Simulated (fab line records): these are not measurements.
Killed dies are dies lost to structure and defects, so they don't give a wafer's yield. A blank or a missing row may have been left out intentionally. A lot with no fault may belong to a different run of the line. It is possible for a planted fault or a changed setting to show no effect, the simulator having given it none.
Chamber matching | flow n5_finfet | rie_diel-03 running N5_ZERO_LAYER_DESCUM_16: 4 sister chambers
The step chemistry O2, time 7.9 s. 14 wafers are shown with their chamber, then 7 later ones without.

WAFERS WITH THEIR CHAMBER
wafer  | chamber | showerhead_plenum_p_Torr (Torr) | drypump_motor_current_A (A) | throttle_valve_pct (%)
L079.1 | 1       | 2.20                            | 6.2                         | 20.34
L079.5 | 0       | 2.03                            | 6.2                         | 20.07
L079.6 | 3       | 2.16                            | 6.3                         | 20.65
L080.1 | 2       | 2.10                            | 5.5                         | 20.26
L080.4 | 0       | 2.03                            | 6.1                         | 20.08
L080.6 | 1       | 2.20                            | 6.1                         | 20.35
L083.1 | 3       | 2.16                            | 6.2                         | 20.25
L083.2 | 0       | 2.03                            | 6.1                         | 20.08
L083.4 | 2       | 2.10                            | 5.4                         | 20.28
L086.2 | 2       | 2.10                            | 5.5                         | 20.30
L086.3 | 3       | 2.15                            | 6.2                         | 20.27
L086.5 | 0       | 2.02                            | 6.2                         | 20.09
L089.3 | 0       | 2.02                            | 6.2                         | 20.11
L089.5 | 1       | 2.19                            | 6.1                         | 20.37

SIGNATURES, as means of the wafers listed above
reading                  | chamber 0 | chamber 1 | chamber 2 | chamber 3 | scatter within a chamber
showerhead_plenum_p_Torr | 2.0260    | 2.1967    | 2.1000    | 2.1567    | 0.00503
drypump_motor_current_A  | 6.160     | 6.133     | 5.467     | 6.233     | 0.0566
throttle_valve_pct       | 20.0860   | 20.3533   | 20.2800   | 20.3900   | 0.102
Rule: for a wafer and a chamber, the distance is found by dividing, reading by reading, the gap between the wafer's reading and the chamber's mean by the reading's scatter, squaring, summing and taking the root. The wafer belongs to the nearest chamber; if the next one is less than 2 further off, it can't be placed. The scatter: the root of (the sum of the squares of (reading less its chamber's mean) over the shown wafers, divided by (wafers less chambers)).

WAFERS WHOSE CHAMBER IS MISSING
wafer  | showerhead_plenum_p_Torr (Torr) | drypump_motor_current_A (A) | throttle_valve_pct (%)
L089.6 | 2.02                            | 6.2                         | 20.10
L092.1 | 2.19                            | 6.2                         | 20.37
L092.4 | 2.15                            | 6.2                         | 20.28
L092.6 | 2.02                            | 6.2                         | 20.10
L096.2 | 2.15                            | 6.2                         | 20.28
L096.4 | 2.09                            | 5.4                         | 20.32
L096.5 | 2.19                            | 6.2                         | 20.40

WHICH CHAMBER EACH ONE RAN IN
wafer  | from the rows above | in truth
L089.6 | 0                   | 0
L092.1 | 1                   | 1
L092.4 | 3                   | 3
L092.6 | 0                   | 0
L096.2 | 3                   | 3
L096.4 | 2                   | 2
L096.5 | 1                   | 1
Correctly placed: 7 of 7. Number that these rows cannot place: 0. Wrongly placed: 0.
